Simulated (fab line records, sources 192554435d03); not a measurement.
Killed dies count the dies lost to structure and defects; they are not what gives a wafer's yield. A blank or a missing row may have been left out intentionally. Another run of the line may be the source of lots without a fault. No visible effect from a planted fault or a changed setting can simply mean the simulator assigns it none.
One fault seen from 2 desks :: flow n5_finfet :: each desk holds nothing but its own numbers, with what lay behind them at the end

== DESK OF THE TOOL OWNER: litho_track-05 ==
The tool's own readings at N5_BEOL_M1_COAT_67 (time 60 s, resist thk 60 nm): means of the sampled wafers that have a number, for each lot that ran on this tool. A lot is out of limits, marked OUT, if its mean lies more than 4 standard deviations from the usual mean; the brackets give that distance.
Columns: A = heater_power_total_W at N5_BEOL_M1_COAT_67, usual 500.5 W; B = plate_temp_C at N5_BEOL_M1_COAT_67, usual 249.98 C
lot: L345
first seen here: day 6 06:41
A: 500.6
B: 249.84

lot: L348
first seen here: day 6 21:49
A: 500.7
B: 249.94

lot: L349
first seen here: day 7 07:59
A: 499.6
B: 250.02

lot: L351
first seen here: day 7 18:22
A: 500.5
B: 250.05

lot: L358
first seen here: day 9 08:45
A: 509.0 (+4.7) OUT
B: 254.00 (+24) OUT

lot: L360
first seen here: day 9 23:59
A: 509.3 (+4.9) OUT
B: 254.14 (+24) OUT
This desk's verdict: out of limits on L358, L360, starting with L358 at day 9 08:45 (heater_power_total_W at N5_BEOL_M1_COAT_67). Within limits: L345, L348, L349, L351.

== FROM THE METROLOGY DESK ==
Lot by lot, what the gauges showed, no matter which tool ran the lot: averages of those sampled wafers that carry a number. A lot is out of limits, marked OUT, if its mean lies more than 4 standard deviations from the usual mean; the brackets give that distance. Of its 11 readings 7 are shown: those that lie furthest out on some lot.
Columns: A = DIBL_N at N5_BEOL_M4_RC_MEAS_101, usual 36.1 mV/V; B = DIBL_P at N5_BEOL_M4_RC_MEAS_101, usual 36.1 mV/V; C = IOFF_N at N5_BEOL_M4_RC_MEAS_101, usual 0.159 nA/um; D = IOFF_P at N5_BEOL_M4_RC_MEAS_101, usual 0.21 nA/um; E = ION_P at N5_BEOL_M4_RC_MEAS_101, usual 464 uA/um; F = SS_P at N5_BEOL_M4_RC_MEAS_101, usual 73.3 mV/dec; G = VT_P at N5_BEOL_M4_RC_MEAS_101, usual -250 mV
lot: L345
first seen here: day 6 06:58
A: 36.5
B: 36.8
C: 0.137
D: 0.20
E: 460
F: 73.1
G: -252

lot: L348
first seen here: day 6 22:05
A: 36.8
B: 36.0
C: 0.149
D: 0.22
E: 460
F: 73.2
G: -247

lot: L349
first seen here: day 7 08:23
A: 35.5
B: 35.6
C: 0.153
D: 0.20
E: 467
F: 72.8
G: -250

lot: L351
first seen here: day 7 18:39
A: 37.4
B: 36.2
C: 0.163
D: 0.21
E: 463
F: 73.3
G: -250

lot: L352
first seen here: day 7 23:56
A: 38.7
B: 38.2
C: 0.213
D: 0.24
E: 465
F: 74.1
G: -250

lot: L358
first seen here: day 9 09:02
A: 35.9
B: 36.6
C: 0.145
D: 0.21
E: 465
F: 73.4
G: -251

lot: L360
first seen here: day 10 00:16
A: 35.3
B: 33.8
C: 0.144
D: 0.18
E: 463
F: 72.9
G: -253

lot: L363
first seen here: day 10 13:35
A: 36.3
B: 37.8
C: 0.182
D: 0.23
E: 466
F: 73.8
G: -248

lot: L364
first seen here: day 10 22:04
A: 36.7
B: 38.9
C: 0.185
D: 0.23
E: 463
F: 74.5
G: -249

lot: L367
first seen here: day 11 16:07
A: 37.4
B: 37.5
C: 0.188
D: 0.31
E: 478
F: 73.8
G: -242
This desk's verdict: no lot among the 10 shows anything out of limits.

== BROUGHT TOGETHER ==
The tool owner's desk could have raised an alarm at day 9 08:45, on L358, L360.
From the metrology desk's view, nothing was out of limits.
The metrology desk holds a record of L358, L360, inside its limits.
Every lot named ran N5_BEOL_M1_COAT_67 on litho_track-05.

== WHAT WAS PUT IN BY THE SIMULATOR ==
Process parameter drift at N5_BEOL_M1_COAT_67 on litho_track-05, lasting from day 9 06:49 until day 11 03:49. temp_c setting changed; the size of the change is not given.
Shown lots that were struck: L358, L360.
Time in hours from fault onset to the first out-of-limits reading at each desk: the tool owner's desk, 2.
